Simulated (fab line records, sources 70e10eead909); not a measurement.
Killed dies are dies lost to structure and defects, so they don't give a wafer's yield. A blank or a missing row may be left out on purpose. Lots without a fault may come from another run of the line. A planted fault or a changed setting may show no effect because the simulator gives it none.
Which tool did it? | flow nand_harc | 13 lots, 39 wafers sampled, at 5 steps of a route of 1302

WHAT THE GAUGES READ, wafer by wafer
NHARC_A_CHANNEL_HOLE_D2_INSPECT_40.
lot  | measured     | on                | raw_defect_count
L105 | day 13 17:55 | defect_inspect-02 | 276 311 316
L104 | day 13 18:18 | defect_inspect-01 | 137 223 304
L106 | day 14 02:38 | defect_inspect-02 | 420 300 370
L107 | day 14 12:35 | defect_inspect-02 | 167 308 184
L108 | day 15 08:58 | defect_inspect-02 | 315 287 454
L109 | day 15 10:31 | defect_inspect-02 | 326 313 205
L110 | day 16 16:24 | defect_inspect-02 | 233 136 243
L113 | day 17 15:42 | defect_inspect-02 | 210 324 387
L117 | day 19 01:15 | defect_inspect-02 | 139 159 194
L124 | day 21 19:47 | defect_inspect-02 | 182 214 145
L125 | day 23 00:41 | defect_inspect-02 | 276 252 199
L127 | day 23 00:52 | defect_inspect-02 | 170 255 293
L126 | day 23 04:52 | defect_inspect-02 | 286 292 287

NHARC_END_SORT_01.
lot  | measured     | on        | killed_at_array | killed_at_other | killed_at_periphery | killed_dies | killed_open | killed_short
L104 | day 25 01:10 | prober-01 | 37 30 36        | 1 0 2           | 2 3 2               | 40 33 40    | 4 1 0       | 1 2 5
L106 | day 25 15:56 | prober-01 | 56 84 68        | 1 2 1           | 3 2 6               | 60 88 75    | 5 3 4       | 0 2 3
L109 | day 26 07:36 | prober-01 | 59 45 46        | 0 1 0           | 4 5 8               | 63 51 54    | 4 3 5       | 2 2 4
L110 | day 27 16:27 | prober-01 | 26 25 30        | 0 0 0           | 2 1 3               | 28 26 33    | 3 0 1       | 1 0 2
L113 | day 28 11:33 | prober-01 | 39 62 55        | 1 0 0           | 4 6 2               | 44 68 57    | 4 2 2       | 1 3 2
L117 | day 29 14:08 | prober-01 | 26 23 16        | 2 1 0           | 8 7 7               | 36 31 23    | 2 2 0       | 3 3 2

WHICH TOOL RAN EACH LOT (tool, then ch and the chambers of the sampled wafers, then the start)
lot  | NHARC_A_CHANNEL_FILL_D2_ALD_16   | NHARC_A_CHANNEL_FILL_D2_STRIP_28   | NHARC_A_CHANNEL_FILL_D2_ALD_25
L105 | ald_hk-02 ch 0,3, day 14 06:21   | rie_diel-01 ch 0,3, day 14 18:28   | ald_hk-02 ch 0,1,3, day 15 07:32
L104 | ald_hk-03 ch 1,2,3, day 14 06:19 | rie_diel-02 ch 0,1,2, day 14 18:28 | ald_hk-03 ch 0,1,2, day 15 05:41
L106 | ald_hk-02 ch 0,3, day 14 14:58   | rie_diel-02 ch 0,2,3, day 15 07:12 | ald_hk-03 ch 1,3, day 15 19:40
L107 | ald_hk-03 ch 1,2, day 15 02:34   | rie_diel-02 ch 0,1,2, day 15 14:44 | ald_hk-04 ch 0,1, day 16 03:57
L108 | ald_hk-04 ch 0,1,2, day 15 21:40 | rie_diel-05 ch 1,3, day 16 12:24   | ald_hk-03 ch 1,2, day 17 05:00
L109 | ald_hk-04 ch 0,1,2, day 15 21:49 | rie_diel-05 ch 1,3, day 16 12:22   | ald_hk-04 ch 1,2,3, day 17 04:13
L110 | ald_hk-02 ch 0,1,2, day 17 07:59 | rie_diel-02 ch 0,1,3, day 17 19:28 | ald_hk-02 ch 0,1,3, day 18 08:01
L113 | ald_hk-03 ch 0,3, day 18 04:08   | rie_diel-05 ch 0,1, day 18 16:08   | ald_hk-03 ch 0,3, day 19 03:51
L117 | ald_hk-04 ch 0,1,2, day 19 13:56 | rie_diel-02 ch 1,2, day 20 01:34   | ald_hk-03 ch 0,2,3, day 20 13:19
L124 | ald_hk-04 ch 0,2,3, day 22 08:17 | rie_diel-01 ch 1,2,3, day 22 20:29 | ald_hk-04 ch 0,1, day 23 07:46
L125 | ald_hk-02 ch 0,1,2, day 23 13:07 | rie_diel-02 ch 0,1, day 24 01:09   | ald_hk-04 ch 0,1,3, day 24 12:34
L127 | ald_hk-03 ch 0,1,2, day 23 13:09 | rie_diel-05 ch 1,3, day 24 01:09   | ald_hk-02 ch 1,3, day 24 12:34
L126 | ald_hk-04 ch 0,3, day 23 17:13   | rie_diel-02 ch 0,1,3, day 24 04:52 | ald_hk-04 ch 1,3, day 24 16:52
- NHARC_A_CHANNEL_FILL_D2_ALD_16: deposits SiO2, target thk 1.5 nm, pulse time 10 s, ald cycles 15.
- NHARC_A_CHANNEL_FILL_D2_STRIP_28: strips in O2, time 20 s.
- NHARC_A_CHANNEL_FILL_D2_ALD_25: deposits SiOx, target thk 60 nm, pulse time 10 s, ald cycles 600.

WHAT THE TOOLS THEMSELVES READ (means of the sampled wafers that have a number; where no wafer has one, the mark that the record gives instead)
NHARC_A_CHANNEL_FILL_D2_ALD_16.
lot  | tool      | heater_power_w (W) | precursor_pulse_height_rel
L105 | ald_hk-02 | 438                | 0.981
L104 | ald_hk-03 | 491                | 1.002
L106 | ald_hk-02 | 436                | 1.020
L107 | ald_hk-03 | 475                | 0.999
L108 | ald_hk-04 | 469                | 0.999
L109 | ald_hk-04 | 468                | 0.977
L110 | ald_hk-02 | 481                | 1.010
L113 | ald_hk-03 | 466                | 1.006
L117 | ald_hk-04 | 454                | 0.983
L124 | ald_hk-04 | 454                | 1.004
L125 | ald_hk-02 | 482                | 0.997
L127 | ald_hk-03 | 507                | 1.014
L126 | ald_hk-04 | 435                | 0.977

NHARC_A_CHANNEL_FILL_D2_STRIP_28.
lot  | tool        | drypump_motor_current_A (A) | oes_product_au (a.u.) | rf_vpp_V (V) | showerhead_plenum_p_Torr (Torr) | throttle_valve_pct (%)
L105 | rie_diel-01 | 5.5                         | 1.002                 | 58.3         | 3.46                            | 17.037
L104 | rie_diel-02 | 5.9                         | 1.006                 | 57.1         | 3.35                            | 17.035
L106 | rie_diel-02 | 5.8                         | 0.994                 | 56.9         | 3.39                            | 17.039
L107 | rie_diel-02 | 5.9                         | 0.995                 | 57.6         | 3.35                            | 17.039
L108 | rie_diel-05 | 5.4                         | 0.989                 | 57.6         | 3.43                            | 17.042
L109 | rie_diel-05 | 5.4                         | 0.992                 | 57.4         | 3.43                            | 17.039
L110 | rie_diel-02 | 5.6                         | 1.001                 | 57.0         | 3.41                            | 17.042
L113 | rie_diel-05 | 6.1                         | 0.992                 | 57.4         | 3.31                            | 17.028
L117 | rie_diel-02 | 5.9                         | 0.998                 | 58.1         | 3.35                            | 17.036
L124 | rie_diel-01 | 5.9                         | 1.001                 | 57.6         | 3.47                            | 17.035
L125 | rie_diel-02 | 5.7                         | 0.999                 | 57.7         | 3.37                            | 17.033
L127 | rie_diel-05 | 5.3                         | 0.990                 | 58.1         | 3.43                            | 17.034
L126 | rie_diel-02 | 5.5                         | 0.990                 | 56.9         | 3.41                            | 17.033

NHARC_A_CHANNEL_FILL_D2_ALD_25.
lot  | tool      | heater_power_w (W) | precursor_pulse_height_rel
L105 | ald_hk-02 | 463                | 1.004
L104 | ald_hk-03 | 501                | 1.015
L106 | ald_hk-03 | 458                | 0.994
L107 | ald_hk-04 | 425                | 1.001
L108 | ald_hk-03 | 505                | 1.004
L109 | ald_hk-04 | 498                | 0.996
L110 | ald_hk-02 | 460                | 0.975
L113 | ald_hk-03 | 479                | 1.009
L117 | ald_hk-03 | 491                | 0.987
L124 | ald_hk-04 | 440                | 1.010
L125 | ald_hk-04 | 466                | 0.995
L127 | ald_hk-02 | 503                | 1.006
L126 | ald_hk-04 | 486                | 1.012

THE ANSWER, worked out from the rows above alone
Rule: what is usual is taken from the lots themselves. Put in order of their means at a reading, lots are off if they are a third of the lots or fewer, leave a main group of 4 or more, and stand apart from it by a gap of 3 or more times the standard deviation of the main group's means; of several such gaps the widest counts. A main group whose means are all the same, to the digits that the tables above print for the reading, isn't used. A lot without any number at a reading at which 4 lots or more have one is off too. The other lots that the step has rows for count as sound. The gauges are gone through in route order, then the tools' own readings, and for those a lot's mean is taken as printed above. The first step at which some lot is off is used, and at that step the reading that is off furthest; a lot without a number counts as furthest.
No lot is off at any reading shown: from this, nothing can be told.

WHAT THE SIMULATOR HAD PUT IN
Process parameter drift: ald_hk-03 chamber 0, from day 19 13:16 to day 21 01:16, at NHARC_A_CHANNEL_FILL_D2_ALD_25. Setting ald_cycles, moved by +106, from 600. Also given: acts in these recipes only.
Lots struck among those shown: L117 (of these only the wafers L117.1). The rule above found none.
